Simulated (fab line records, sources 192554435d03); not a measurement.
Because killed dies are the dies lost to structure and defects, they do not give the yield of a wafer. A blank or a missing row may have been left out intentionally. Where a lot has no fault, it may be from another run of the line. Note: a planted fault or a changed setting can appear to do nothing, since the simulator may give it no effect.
fab line records	flow n5_finfet
[record] lots = 24	wafers = 72	last_day = 19
route steps=1938 shown FIN_CUT@175 DUMMY_GATE@214 SD_EPI_N@282 SD_EPI_P@306
lots that met no fault: taken from a fault-free run of the same line
start_h: hours from the record's first day to the start of the lot's first wafer shown	wait_h: hours elapsed since this lot's preceding step	" unchanged from the row above	L1.1+2: a row that stands for several wafers	- no value, or no start was given	* or withheld: withheld	< > ~ a bound
route shown NAME@n: names a module that has steps shown in the file, with the first one's number in the route	usual: mean and standard deviation over wafers with no fault	same: alike in all rows	chamber/n: place in a boat	sites: per-site readings	_std_site: the standard deviation of these	_edge_site: outer sites' mean less inner sites'	radius_mm: for every site, how far away it sits from the centre of the wafer	mask NAME#n: copy n	behind: the tool/chamber that last shaped the wafer	hold: cause of the lot's hold/its duration in hours/its outcome	device: the transistor (n, p or np) that didn't switch	end of line: tests of these same wafers at the route's end	for a step that has no rows: nothing shown but its recipe	killed: not the wafer's yield, but the dies lost to structure and defects at the first sort	map: shows each die of a wafer: x if killed, . if not, _ if none is there
set.NAME: the run value of the setting; set.NAME@STEP: its run value at that earlier step	model.NAME: the simulator's own value behind a step, which no gauge read
a sample of lots followed through the steps of the route, with each step as a table and each wafer as a row
services: the hour from which a tool's chamber was out of use, counted from the record's first day as start_h (under 0 if before that day), plus the number of hours and why
[[steps]]
[step N5_FIN_CUT_PRECLEAN_35]
[recipe] time_s = 13.3	temp_c = 45	pressure_torr = 125	p_hf_torr = 3	p_coreactant_torr = 25	chemistry = vHF
[usual] drypump_motor_current_A = 5.4/0.31
lot.wafer	tool	chamber	start_h	wait_h	drypump_motor_current_A
L074.2	vapor_etch-02	1	29.26	0.0	5.7
L074.3	"	1	"	"	5.7
L074.6	"	0	"	"	5.0
L075.2	vapor_etch-02	1	33.75	0.0	5.7
L075.3	"	0	"	"	5.0
L075.5	"	0	"	"	5.0
L076.1	vapor_etch-02	0	40.24	0.0	5.0
L076.4	"	0	"	"	5.0
L076.5	"	0	"	"	5.0
L077.3	vapor_etch-02	0	46.47	0.1	5.0
L077.5	"	1	"	"	5.7
L077.6	"	0	"	"	5.0
L078.1	vapor_etch-01	0	53.95	0.0	5.7
L078.2	"	1	"	"	5.1
L078.3	"	0	"	"	5.7
L079.2	vapor_etch-01	1	60.10	0.0	5.2
L079.4	"	0	"	"	5.7
L079.6	"	1	"	"	5.1
L080.1	vapor_etch-02	0	65.04	0.0	5.0
L080.2	"	1	"	"	5.7
L080.6	"	1	"	"	5.7
L081.2	vapor_etch-02	1	68.77	0.0	5.7
L081.3	"	1	"	"	5.7
L081.5	"	0	"	"	5.0
L082.4	vapor_etch-01	0	76.45	0.1	5.7
L082.5	"	1	"	"	5.1
L082.6	"	0	"	"	5.7
L083.2	vapor_etch-01	1	81.78	0.0	5.1
L083.3	"	1	"	"	5.1
L083.5	"	0	"	"	5.7
L084.1	vapor_etch-02	1	88.53	0.0	5.7
L084.4	"	0	"	"	5.0
L084.6	"	0	"	"	5.0
L085.2	vapor_etch-01	0	96.89	0.1	5.7
L085.3	"	0	"	"	5.8
L085.6	"	1	"	"	5.1
L086.2	vapor_etch-01	0	100.18	0.0	5.7
L086.3	"	1	"	"	5.1
L086.4	"	0	"	"	5.7
L087.1	vapor_etch-01	1	107.76	0.0	5.1
L087.2	"	0	"	"	5.8
L087.6	"	0	"	"	5.7
L088.2	vapor_etch-01	1	115.04	0.4	5.1
L088.5	"	0	"	"	5.7
L088.6	"	1	"	"	5.1
L089.2	vapor_etch-01	1	117.75	0.0	5.1
L089.4	"	1	"	"	5.1
L089.5	"	1	"	"	5.1
L090.2	vapor_etch-02	0	124.88	0.0	5.0
L090.3	"	1	"	"	5.7
L090.4	"	0	"	"	5.0
L091.3	vapor_etch-01	0	131.57	0.1	5.7
L091.4	"	1	"	"	5.1
L091.6	"	0	"	"	5.7
L092.4	vapor_etch-02	0	137.40	0.1	5.0
L092.5	"	1	"	"	5.7
L092.6	"	0	"	"	5.0
L093.1	vapor_etch-02	1	142.90	0.0	5.7
L093.2	"	0	"	"	5.0
L093.4	"	1	"	"	5.7
L094.1	vapor_etch-02	1	148.01	0.0	5.7
L094.2	"	0	"	"	5.0
L094.3	"	1	"	"	5.7
L095.1	vapor_etch-01	0	153.52	0.0	5.7
L095.4	"	0	"	"	5.7
L095.5	"	0	"	"	5.7
L096.3	vapor_etch-01	1	161.54	0.1	5.1
L096.5	"	1	"	"	5.1
L096.6	"	0	"	"	5.7
L097.1	vapor_etch-01	1	166.04	0.0	5.1
L097.5	"	1	"	"	5.1
L097.6	"	0	"	"	5.7
[step N5_DUMMY_GATE_ALD_02]
[recipe] material = SiO2	target_thk_a = 20	temp_c = 300	ald_precursor_family = BDEAS	ald_co_reactant = O2-plasma	pulse_time_s = 1	pressure_torr = 2
[usual] heater_power_w = 477/52	precursor_pulse_height_rel = 0.999/0.023
lot.wafer	tool	chamber	start_h	wait_h	heater_power_w	precursor_pulse_height_rel
L074.2	ald_sin-01	3	40.07	0.0	552	1.043
L074.3	"	1	"	"	508	1.030
L074.6	"	2	"	"	459	1.021
L075.2	ald_sin-04	1	43.94	0.0	422	0.994
L075.3	"	3	"	"	534	0.974
L075.5	"	1	"	"	427	1.008
L076.1	ald_sin-04	3	50.41	0.0	536	0.982
L076.4	"	2	"	"	442	0.992
L076.5	"	1	"	"	431	0.978
L077.3	ald_sin-01	0	58.13	1.9	540	1.016
L077.5	"	1	"	"	486	0.983
L077.6	"	2	"	"	463	0.973
L078.1	ald_sin-04	1	65.08	0.0	425	1.014
L078.2	"	2	"	"	452	1.000
L078.3	"	3	"	"	545	1.000
L079.2	ald_sin-01	3	70.61	0.0	567	1.000
L079.4	"	0	"	"	537	0.962
L079.6	"	2	"	"	468	0.982
L080.1	ald_sin-01	3	74.77	0.6	573	0.969
L080.2	"	0	"	"	530	0.987
L080.6	"	1	"	"	502	0.997
L081.2	ald_sin-01	2	78.19	0.3	460	1.031
L081.3	"	1	"	"	508	1.026
L081.5	"	2	"	"	468	0.959
L082.4	ald_sin-02	3	86.05	0.4	465	0.999
L082.5	"	0	"	"	381	1.030
L082.6	"	1	"	"	428	1.006
L083.2	ald_sin-02	3	93.00	2.0	458	1.020
L083.3	"	0	"	"	381	0.978
L083.5	"	1	"	"	432	0.967
L084.1	ald_sin-01	3	99.49	0.0	566	0.999
L084.4	"	1	"	"	509	1.031
L084.6	"	2	"	"	471	0.980
L085.2	ald_sin-04	3	106.10	0.0	529	0.984
L085.3	"	2	"	"	443	0.996
L085.6	"	0	"	"	409	0.993
L086.2	ald_sin-02	2	110.20	0.7	409	0.996
L086.3	"	3	"	"	452	0.961
L086.4	"	1	"	"	417	0.996
L087.1	ald_sin-01	0	117.19	0.0	529	1.040
L087.2	"	1	"	"	509	1.023
L087.6	"	2	"	"	480	1.046
L088.2	ald_sin-01	3	124.43	0.0	568	1.010
L088.5	"	1	"	"	507	1.014
L088.6	"	0	"	"	527	1.004
L089.2	ald_sin-02	3	127.75	0.9	460	0.947
L089.4	"	1	"	"	429	0.952
L089.5	"	1	"	"	425	1.023
L090.2	ald_sin-01	0	135.07	0.8	524	0.981
L090.3	"	3	"	"	550	0.973
L090.4	"	2	"	"	481	0.986
L091.3	ald_sin-01	3	141.36	0.0	552	0.969
L091.4	"	0	"	"	521	0.990
L091.6	"	0	"	"	509	0.998
L092.4	ald_sin-01	0	147.27	0.2	526	0.987
L092.5	"	1	"	"	499	1.006
L092.6	"	2	"	"	467	0.990
L093.1	ald_sin-01	0	152.13	0.0	524	1.015
L093.2	"	1	"	"	492	0.961
L093.4	"	0	"	"	524	1.007
L094.1	ald_sin-04	3	158.08	0.2	541	0.998
L094.2	"	2	"	"	449	1.009
L094.3	"	1	"	"	434	1.007
L095.1	ald_sin-01	3	164.07	0.5	553	0.972
L095.4	"	2	"	"	471	1.003
L095.5	"	0	"	"	512	1.038
L096.3	ald_sin-01	0	171.08	0.0	519	0.998
L096.5	"	0	"	"	519	1.009
L096.6	"	3	"	"	552	0.991
L097.1	ald_sin-02	3	175.46	0.2	451	1.025
L097.5	"	1	"	"	433	1.005
L097.6	"	0	"	"	380	1.015
[step N5_DUMMY_GATE_CD_MEAS_15]
[recipe] target_cd_nm = 25.8	landing_energy_ev = 500	detector = se_inlens
[usual] cd_nm = 25.07/0.24
lot.wafer	tool	chamber	start_h	wait_h	cd_nm
L074.2	cd_sem-02	0	52.22	-	24.79
L074.3	"	0	"	"	25.20
L074.6	"	0	"	"	25.24
L075.2	cd_sem-02	0	52.34	-	25.23
L075.3	"	0	"	"	25.43
L075.5	"	0	"	"	24.53
L076.1	cd_sem-02	0	62.10	-	25.03
L076.4	"	0	"	"	24.86
L076.5	"	0	"	"	25.01
L077.3	cd_sem-01	0	68.47	-	25.38
L077.5	"	0	"	"	24.95
L077.6	"	0	"	"	24.86
L078.1	cd_sem-01	0	77.40	-	24.86
L078.2	"	0	"	"	24.87
L078.3	"	0	"	"	25.01
L079.2	cd_sem-01	0	79.00	-	24.91
L079.4	"	0	"	"	25.36
L079.6	"	0	"	"	24.75
L081.2	cd_sem-03	0	86.91	-	25.36
L081.3	"	0	"	"	25.41
L081.5	"	0	"	"	24.95
L080.1	cd_sem-01	0	89.17	-	25.34
L080.2	"	0	"	"	24.88
L080.6	"	0	"	"	24.97
L082.4	cd_sem-01	0	96.82	-	24.49
L082.5	"	0	"	"	24.89
L082.6	"	0	"	"	25.15
L083.2	cd_sem-01	0	103.22	-	25.45
L083.3	"	0	"	"	25.50
L083.5	"	0	"	"	25.20
L084.1	cd_sem-02	0	108.01	-	24.80
L084.4	"	0	"	"	25.04
L084.6	"	0	"	"	25.10
L085.2	cd_sem-02	0	114.51	-	24.83
L085.3	"	0	"	"	24.87
L085.6	"	0	"	"	25.06
L086.2	cd_sem-02	0	118.83	-	24.74
L086.3	"	0	"	"	25.40
L086.4	"	0	"	"	25.05
L087.1	cd_sem-02	0	125.58	-	25.16
L087.2	"	0	"	"	24.76
L087.6	"	0	"	"	25.59
L088.2	cd_sem-03	0	132.94	-	24.85
L088.5	"	0	"	"	25.10
L088.6	"	0	"	"	25.01
L089.2	cd_sem-02	0	136.12	-	25.28
L089.4	"	0	"	"	24.95
L089.5	"	0	"	"	25.07
L090.2	cd_sem-02	0	143.46	-	25.48
L090.3	"	0	"	"	25.12
L090.4	"	0	"	"	25.25
L091.3	cd_sem-03	0	151.48	-	25.12
L091.4	"	0	"	"	24.98
L091.6	"	0	"	"	24.93
L092.4	cd_sem-01	0	159.29	-	24.96
L092.5	"	0	"	"	25.34
L092.6	"	0	"	"	25.09
L093.1	cd_sem-02	0	161.69	-	25.77
L093.2	"	0	"	"	25.39
L093.4	"	0	"	"	25.22
L094.1	cd_sem-02	0	169.16	-	25.29
L094.2	"	0	"	"	24.70
L094.3	"	0	"	"	24.85
L095.1	cd_sem-02	0	172.49	-	24.87
L095.4	"	0	"	"	25.12
L095.5	"	0	"	"	25.55
L096.3	cd_sem-03	0	184.02	-	24.75
L096.5	"	0	"	"	24.97
L096.6	"	0	"	"	24.88
L097.1	cd_sem-02	0	185.79	-	25.43
L097.5	"	0	"	"	24.98
L097.6	"	0	"	"	25.29
[step N5_DUMMY_GATE_DESCUM_20]
[recipe] chemistry = O2	time_s = 6.2	source_power_w = 50	bias_power_w = 20	pressure_mtorr = 20	rf_frequency_hz = 2.712e+07	temp_c = 40	resist = CAR-EUV	o2_flow_sccm = 225
[usual] drypump_motor_current_A = 5.8/0.38	oes_product_au = 0.77/0.065	rf_vpp_V = 243.3/1.4	showerhead_plenum_p_Torr = 2.10/0.073	throttle_valve_pct = 20.59/0.19
lot.wafer	tool	chamber	start_h	wait_h	drypump_motor_current_A	oes_product_au	rf_hours_counter_h	rf_vpp_V	showerhead_plenum_p_Torr	throttle_valve_pct
L074.2	rie_diel-01	1	52.35	0.0	6.1	0.77	148	242.7	2.09	20.62
L074.3	"	3	"	"	6.4	0.77	144	242.7	2.00	20.40
L074.6	"	0	"	"	5.7	0.75	-	244.5	2.11	20.73
L075.2	rie_diel-01	2	52.55	0.1	5.5	0.76	128	244.0	2.18	20.68
L075.3	"	0	"	"	5.7	0.75	149	243.0	2.11	20.73
L075.5	"	0	"	"	5.7	0.75	-	241.5	2.11	20.74
L076.1	rie_diel-01	0	62.23	0.0	5.7	0.75	150	243.9	2.11	20.72
L076.4	"	0	"	"	5.8	0.74	-	242.7	2.11	20.74
L076.5	"	3	"	"	6.5	0.76	-	241.0	2.00	20.42
L077.3	rie_diel-01	3	68.60	0.0	6.4	0.77	149	242.3	1.99	20.40
L077.5	"	3	"	"	6.4	0.77	-	241.5	1.99	20.40
L077.6	"	2	"	"	5.5	0.76	-	245.6	2.18	20.69
L078.1	rie_diel-03	0	77.59	0.1	5.4	0.77	148	242.9	2.11	20.56
L078.2	"	2	"	"	5.3	0.80	111	243.4	2.11	20.74
L078.3	"	3	"	"	5.5	0.77	164	244.3	2.11	20.89
L079.2	rie_diel-01	2	79.13	0.0	5.5	0.76	137	245.5	2.17	20.68
L079.4	"	1	"	"	6.0	0.76	155	243.6	2.09	20.63
L079.6	"	2	"	"	5.5	0.76	-	243.6	2.17	20.70
L081.2	rie_diel-01	2	87.04	0.0	5.5	0.75	139	245.5	2.17	20.70
L081.3	"	1	"	"	6.1	0.76	156	245.3	2.09	20.63
L081.5	"	3	"	"	6.4	0.77	-	240.0	1.99	20.40
L080.1	rie_diel-01	3	89.30	0.0	6.4	0.76	155	242.1	1.99	20.42
L080.2	"	0	"	"	5.7	0.74	157	244.5	2.11	20.74
L080.6	"	1	"	"	6.1	0.76	-	241.6	2.09	20.63
L082.4	rie_diel-01	1	96.94	0.0	6.0	0.76	159	242.9	2.09	20.65
L082.5	"	1	"	"	6.1	0.76	-	243.1	2.09	20.63
L082.6	"	2	"	"	5.5	0.76	-	244.6	2.17	20.69
L083.2	rie_diel-01	3	103.35	0.0	6.4	0.75	159	242.0	1.99	20.42
L083.3	"	2	"	"	5.5	0.75	144	245.6	2.17	20.71
L083.5	"	1	"	"	6.0	0.75	-	243.1	2.09	20.65
L084.1	rie_diel-02	0	108.14	0.0	5.8	0.90	31	242.7	2.06	20.05
L084.4	"	2	"	"	5.6	0.74	-	243.9	2.06	20.56
L084.6	"	1	"	"	5.6	0.75	-	244.2	2.18	20.67
L085.2	rie_diel-01	2	114.71	0.1	5.5	0.75	148	243.4	2.17	20.72
L085.3	"	0	"	"	5.7	0.74	165	242.4	2.11	20.75
L085.6	"	3	"	"	6.4	0.75	-	240.7	1.99	20.42
L086.2	rie_diel-01	2	118.96	0.0	5.5	0.75	149	244.1	2.17	20.71
L086.3	"	3	"	"	6.5	0.75	163	241.1	1.99	20.42
L086.4	"	0	"	"	5.8	0.73	167	243.3	2.11	20.76
L087.1	rie_diel-02	3	125.74	0.1	5.0	1.02	3	246.0	2.26	20.58
L087.2	"	2	"	"	5.7	0.73	179	242.9	2.06	20.58
L087.6	"	3	"	"	5.0	1.01	-	245.1	2.26	20.57
L088.2	rie_diel-02	2	133.07	0.0	5.7	0.73	182	243.3	2.06	20.58
L088.5	"	1	"	"	5.6	0.74	-	245.1	2.18	20.69
L088.6	"	0	"	"	5.8	0.88	-	243.0	2.06	20.04
L089.2	rie_diel-02	1	136.25	0.0	5.6	0.74	174	244.6	2.18	20.69
L089.4	"	3	"	"	5.1	0.98	6	244.8	2.25	20.59
L089.5	"	3	"	"	5.0	0.98	-	244.4	2.25	20.58
L090.2	rie_diel-01	0	143.72	0.2	5.7	0.73	176	242.4	2.10	20.79
L090.3	"	3	"	"	6.5	0.74	172	241.3	1.99	20.45
L090.4	"	1	"	"	6.0	0.75	172	242.9	2.08	20.66
L091.3	rie_diel-02	0	151.62	0.0	5.8	0.87	45	243.0	2.05	20.07
L091.4	"	2	"	"	5.6	0.72	188	243.4	2.05	20.60
L091.6	"	3	"	"	5.0	0.96	-	245.1	2.25	20.58
L092.4	rie_diel-01	2	159.41	0.0	5.5	0.73	161	245.0	2.17	20.73
L092.5	"	1	"	"	6.1	0.74	-	244.0	2.08	20.66
L092.6	"	0	"	"	5.7	0.72	-	244.2	2.10	20.77
L093.1	rie_diel-01	0	162.07	0.3	5.8	0.72	183	242.7	2.10	20.79
L093.2	"	3	"	"	6.5	0.74	178	241.6	1.98	20.45
L093.4	"	2	"	"	5.5	0.74	162	245.0	2.17	20.73
L094.1	rie_diel-01	2	169.29	0.0	5.5	0.74	163	245.0	2.17	20.76
L094.2	"	1	"	"	6.0	0.74	179	242.2	2.08	20.67
L094.3	"	3	"	"	6.5	0.74	179	241.3	1.98	20.45
L095.1	rie_diel-01	0	172.63	0.0	5.7	0.72	185	242.1	2.10	20.79
L095.4	"	2	"	"	5.5	0.74	164	244.5	2.16	20.74
L095.5	"	0	"	"	5.7	0.73	-	242.1	2.10	20.78
L096.3	rie_diel-01	1	184.15	0.0	6.0	0.74	183	244.4	2.08	20.70
L096.5	"	0	"	"	5.8	0.71	-	242.9	2.10	20.79
L096.6	"	3	"	"	6.4	0.73	-	240.4	1.98	20.46
L097.1	rie_diel-02	3	186.04	0.1	5.1	0.95	20	246.0	2.25	20.63
L097.5	"	0	"	"	5.8	0.86	-	241.0	2.05	20.08
L097.6	"	1	"	"	5.6	0.73	-	245.1	2.17	20.71
[step N5_SD_EPI_N_STRIP_38]
[recipe] chemistry = N2/H2	power_w = 1000	temp_c = 250	h2_frac = 0.65	overash_fraction = 0.3	pressure_mtorr = withheld	n2_flow_sccm = 1750	h2_flow_sccm = 3250
[usual] drypump_motor_current_A = 5.42/0.11	heater_power_w = 335/9.2	oes_product_au = 0.761/0.011
lot.wafer	tool	chamber	start_h	wait_h	drypump_motor_current_A	heater_power_w	oes_product_au	rf_hours_counter_h
L074.2	plasma_asher-01	1	55.50	0.1	5.27	318	0.761	32
L074.3	"	0	"	"	5.55	341	0.761	-
L074.6	"	1	"	"	5.29	322	0.757	-
L075.2	plasma_asher-02	1	56.15	0.1	5.41	341	0.768	77
L075.3	"	1	"	"	5.42	343	0.783	-
L075.5	"	1	"	"	5.40	339	0.753	-
L076.1	plasma_asher-02	1	65.38	0.1	5.38	345	0.747	78
L076.4	"	0	"	"	5.44	341	0.764	-
L076.5	"	0	"	"	5.46	344	0.756	-
L077.3	plasma_asher-02	1	71.52	0.1	5.37	341	0.763	-
L077.5	"	1	"	"	5.38	328	0.753	-
L077.6	"	0	"	"	5.43	343	0.747	-
L078.1	plasma_asher-02	1	81.24	0.2	5.38	345	0.753	83
L078.2	"	0	"	"	5.46	347	0.770	83
L078.3	"	0	"	"	5.42	347	0.771	-
L079.2	plasma_asher-02	1	82.61	0.1	5.36	338	0.787	84
L079.4	"	0	"	"	5.45	347	0.765	-
L079.6	"	0	"	"	5.46	342	0.773	-
L081.2	plasma_asher-02	1	90.16	0.1	5.36	340	0.782	85
L081.3	"	0	"	"	5.41	342	0.761	-
L081.5	"	0	"	"	5.43	344	0.728	-
L080.1	plasma_asher-01	1	94.21	0.1	5.28	318	0.768	40
L080.2	"	0	"	"	5.60	338	0.758	40
L080.6	"	1	"	"	5.27	324	0.749	-
L082.4	plasma_asher-01	0	100.26	0.1	5.61	341	0.760	-
L082.5	"	1	"	"	5.28	315	0.747	-
L082.6	"	0	"	"	5.59	341	0.756	-
L083.2	plasma_asher-01	0	108.04	0.1	5.56	340	0.761	42
L083.3	"	0	"	"	5.59	331	0.736	-
L083.5	"	0	"	"	5.61	335	0.731	-
L084.1	plasma_asher-01	0	112.31	0.1	5.55	331	0.744	43
L084.4	"	0	"	"	5.60	335	0.776	-
L084.6	"	0	"	"	5.59	335	0.761	-
L085.2	plasma_asher-01	0	117.80	0.1	5.59	332	0.767	44
L085.3	"	1	"	"	5.28	318	0.764	-
L085.6	"	1	"	"	5.27	328	0.769	-
L086.2	plasma_asher-01	1	122.57	0.1	5.29	320	0.763	45
L086.3	"	1	"	"	5.30	319	0.750	-
L086.4	"	0	"	"	5.61	336	0.776	-
L087.1	plasma_asher-02	1	130.41	0.2	5.37	329	0.762	93
L087.2	"	0	"	"	5.44	337	0.747	93
L087.6	"	1	"	"	5.39	335	0.760	-
L088.2	plasma_asher-02	1	136.40	0.1	5.39	338	0.774	96
L088.5	"	1	"	"	5.40	331	0.753	-
L088.6	"	0	"	"	5.44	345	0.753	-
L089.2	plasma_asher-02	1	140.04	0.4	5.40	331	0.748	98
L089.4	"	0	"	"	5.42	340	0.765	-
L089.5	"	0	"	"	5.50	339	0.748	-
L090.2	plasma_asher-02	0	146.70	0.1	5.42	342	0.751	100
L090.3	"	1	"	"	5.37	336	0.777	-
L090.4	"	0	"	"	5.46	339	0.761	-
L091.3	plasma_asher-02	0	154.67	0.1	5.47	334	0.768	-
L091.4	"	1	"	"	5.37	327	0.752	-
L091.6	"	0	"	"	5.46	337	0.755	-
L092.4	plasma_asher-01	0	162.39	0.1	5.62	333	0.756	-
L092.5	"	0	"	"	5.60	341	0.775	-
L092.6	"	1	"	"	5.30	318	0.777	-
L093.1	plasma_asher-02	0	165.02	0.1	5.44	343	0.769	104
L093.2	"	1	"	"	5.38	335	0.740	104
L093.4	"	1	"	"	5.39	334	0.749	-
L094.1	plasma_asher-02	1	172.31	0.1	5.39	331	0.763	105
L094.2	"	0	"	"	5.41	344	0.760	105
L094.3	"	1	"	"	5.42	343	0.749	-
L095.1	plasma_asher-02	1	175.53	0.1	5.40	335	0.775	105
L095.4	"	1	"	"	5.38	344	0.750	-
L095.5	"	1	"	"	5.38	341	0.751	-
L096.3	plasma_asher-01	0	187.07	0.1	5.60	331	0.776	-
L096.5	"	0	"	"	5.55	336	0.735	-
L096.6	"	1	"	"	5.26	315	0.760	-
L097.1	plasma_asher-01	1	190.13	0.1	5.24	323	0.754	55
L097.5	"	1	"	"	5.27	321	0.775	-
L097.6	"	0	"	"	5.56	341	0.781	-
[step N5_SD_EPI_P_DESCUM_14]
[recipe] chemistry = O2	time_s = 7.9	source_power_w = 50	bias_power_w = 20	pressure_mtorr = 20	rf_frequency_hz = 2.712e+07	temp_c = 40	resist = CAR-ArF-block	o2_flow_sccm = 225
[usual] drypump_motor_current_A = 5.7/0.36	oes_product_au = 0.76/0.059	rf_vpp_V = 243.0/1.3	showerhead_plenum_p_Torr = 2.09/0.071	throttle_valve_pct = 20.64/0.2
lot.wafer	tool	chamber	start_h	wait_h	drypump_motor_current_A	oes_product_au	rf_hours_counter_h	rf_vpp_V	showerhead_plenum_p_Torr	throttle_valve_pct
L074.2	rie_diel-03	1	59.15	0.0	5.9	0.72	219	240.6	1.97	20.77
L074.3	"	0	"	"	5.4	0.78	142	243.2	2.11	20.55
L074.6	"	2	"	"	5.3	0.79	-	244.3	2.11	20.72
L075.2	rie_diel-01	2	60.78	0.0	5.5	0.77	130	245.0	2.18	20.70
L075.3	"	3	"	"	6.5	0.77	146	242.5	2.00	20.40
L075.5	"	2	"	"	5.5	0.76	-	244.4	2.18	20.68
L076.1	rie_diel-03	1	69.89	0.2	5.9	0.71	221	241.5	1.97	20.77
L076.4	"	3	"	"	5.5	0.77	161	242.4	2.11	20.89
L076.5	"	1	"	"	5.9	0.71	-	242.6	1.97	20.76
L077.3	rie_diel-03	0	75.93	0.0	5.4	0.77	147	243.9	2.11	20.55
L077.5	"	1	"	"	6.0	0.71	-	241.8	1.97	20.77
L077.6	"	0	"	"	5.4	0.77	-	242.1	2.11	20.56
L078.1	rie_diel-03	3	85.11	0.0	5.5	0.76	166	242.4	2.11	20.90
L078.2	"	2	"	"	5.3	0.79	113	243.1	2.11	20.70
L078.3	"	0	"	"	5.4	0.77	150	243.2	2.11	20.56
L079.2	rie_diel-03	0	86.87	0.0	5.5	0.76	150	243.0	2.11	20.56
L079.4	"	2	"	"	5.3	0.79	113	243.7	2.11	20.74
L079.6	"	3	"	"	5.5	0.76	-	242.8	2.11	20.88
L081.2	rie_diel-01	0	94.19	0.3	5.8	0.74	160	243.1	2.11	20.74
L081.3	"	1	"	"	6.1	0.75	158	243.7	2.09	20.63
L081.5	"	1	"	"	6.1	0.76	-	242.8	2.09	20.64
L080.1	rie_diel-01	0	98.37	0.0	5.7	0.74	161	243.4	2.11	20.75
L080.2	"	3	"	"	6.4	0.75	158	240.7	1.99	20.41
L080.6	"	0	"	"	5.7	0.74	-	242.9	2.11	20.75
L082.4	rie_diel-01	0	104.21	0.0	5.7	0.73	163	242.7	2.11	20.75
L082.5	"	1	"	"	6.0	0.74	-	242.4	2.09	20.63
L082.6	"	0	"	"	5.8	0.74	-	243.0	2.11	20.74
L083.2	rie_diel-01	2	112.05	0.4	5.5	0.74	147	244.6	2.17	20.71
L083.3	"	3	"	"	6.5	0.74	161	242.2	1.99	20.43
L083.5	"	2	"	"	5.5	0.74	-	244.6	2.17	20.72
L084.1	rie_diel-01	3	115.96	0.0	6.4	0.76	162	241.3	1.99	20.42
L084.4	"	1	"	"	6.0	0.75	166	242.7	2.09	20.65
L084.6	"	0	"	"	5.7	0.74	-	242.6	2.11	20.75
L085.2	rie_diel-01	1	121.48	0.0	6.0	0.76	167	244.0	2.09	20.64
L085.3	"	0	"	"	5.8	0.74	167	243.0	2.11	20.75
L085.6	"	3	"	"	6.5	0.74	-	241.4	1.99	20.44
L086.2	rie_diel-03	2	126.41	0.1	5.3	0.78	128	243.8	2.10	20.74
L086.3	"	1	"	"	5.9	0.71	239	242.0	1.97	20.79
L086.4	"	3	"	"	5.5	0.75	180	244.0	2.10	20.91
L087.1	rie_diel-03	3	134.81	0.0	5.5	0.76	182	243.7	2.10	20.92
L087.2	"	1	"	"	5.9	0.70	242	240.4	1.97	20.80
L087.6	"	1	"	"	5.9	0.69	-	240.9	1.97	20.81
L088.2	rie_diel-02	3	140.07	0.0	5.1	0.99	7	244.4	2.25	20.59
L088.5	"	3	"	"	5.0	0.99	-	244.8	2.25	20.60
L088.6	"	0	"	"	5.8	0.87	-	242.5	2.06	20.05
L089.2	rie_diel-02	0	143.76	0.1	5.8	0.87	42	242.9	2.06	20.06
L089.4	"	1	"	"	5.6	0.74	176	243.2	2.18	20.69
L089.5	"	1	"	"	5.6	0.74	-	244.6	2.18	20.69
L090.2	rie_diel-02	0	150.77	0.4	5.8	0.88	45	242.3	2.05	20.05
L090.3	"	3	"	"	5.0	0.98	11	246.3	2.25	20.60
L090.4	"	2	"	"	5.7	0.72	187	241.6	2.05	20.60
L091.3	rie_diel-03	1	159.05	0.0	5.9	0.70	249	243.6	1.96	20.82
L091.4	"	0	"	"	5.4	0.74	172	243.9	2.10	20.59
L091.6	"	3	"	"	5.5	0.75	-	244.0	2.10	20.93
L092.4	rie_diel-02	2	166.80	0.0	5.6	0.72	192	241.8	2.05	20.61
L092.5	"	2	"	"	5.7	0.72	-	242.9	2.05	20.59
L092.6	"	1	"	"	5.6	0.73	-	243.7	2.17	20.70
L093.1	rie_diel-03	0	168.70	0.0	5.4	0.75	177	242.6	2.10	20.61
L093.2	"	2	"	"	5.3	0.76	142	243.1	2.10	20.77
L093.4	"	0	"	"	5.4	0.75	-	243.5	2.10	20.60
L094.1	rie_diel-01	3	176.06	0.1	6.4	0.73	182	241.3	1.98	20.43
L094.2	"	0	"	"	5.7	0.72	186	242.3	2.10	20.78
L094.3	"	2	"	"	5.5	0.75	165	243.7	2.16	20.75
L095.1	rie_diel-02	3	180.20	0.0	5.1	0.96	19	246.2	2.25	20.61
L095.4	"	2	"	"	5.7	0.71	196	241.2	2.05	20.62
L095.5	"	0	"	"	5.8	0.86	-	241.4	2.05	20.06
L096.3	rie_diel-01	1	190.71	0.0	6.1	0.75	184	242.2	2.08	20.67
L096.5	"	3	"	"	6.4	0.73	-	240.9	1.98	20.45
L096.6	"	2	"	"	5.5	0.73	-	244.3	2.16	20.76
L097.1	rie_diel-01	2	194.41	0.0	5.5	0.73	170	244.1	2.16	20.73
L097.5	"	2	"	"	5.5	0.74	-	243.7	2.16	20.77
L097.6	"	3	"	"	6.4	0.73	-	241.4	1.98	20.47
[[services]]
tool	chamber	start_h	hours	kind
vapor_etch-02	-	7.39	0.2	repair
rie_diel-01	-	17.80	4.0	pm
rie_diel-03	3	40.81	3.0	repair
plasma_asher-02	-	41.10	2.8	pm
ald_sin-01	3	43.85	10.9	repair
ald_sin-01	-	51.41	6.0	pm
ald_sin-02	1	52.60	10.5	repair
ald_sin-02	2	56.36	11.4	repair
rie_diel-01	1	60.30	3.8	repair
ald_sin-01	1	61.03	4.4	repair
rie_diel-03	2	73.79	3.4	repair
ald_sin-01	3	76.17	3.8	repair
plasma_asher-01	-	79.42	4.2	repair
ald_sin-01	-	85.44	14.0	pm
ald_sin-01	0	85.44	14.0	vent_cycle
rie_diel-02	2	88.89	6.0	repair
rie_diel-03	0	96.09	2.1	repair
ald_sin-04	-	118.54	6.1	pm
rie_diel-03	1	123.37	2.8	repair
rie_diel-01	1	129.06	5.2	repair
plasma_asher-01	-	129.65	14.6	pm
rie_diel-01	1	149.61	2.3	repair
rie_diel-01	2	150.61	2.8	repair
ald_sin-02	3	171.92	2.8	repair
[[key]]
fault none
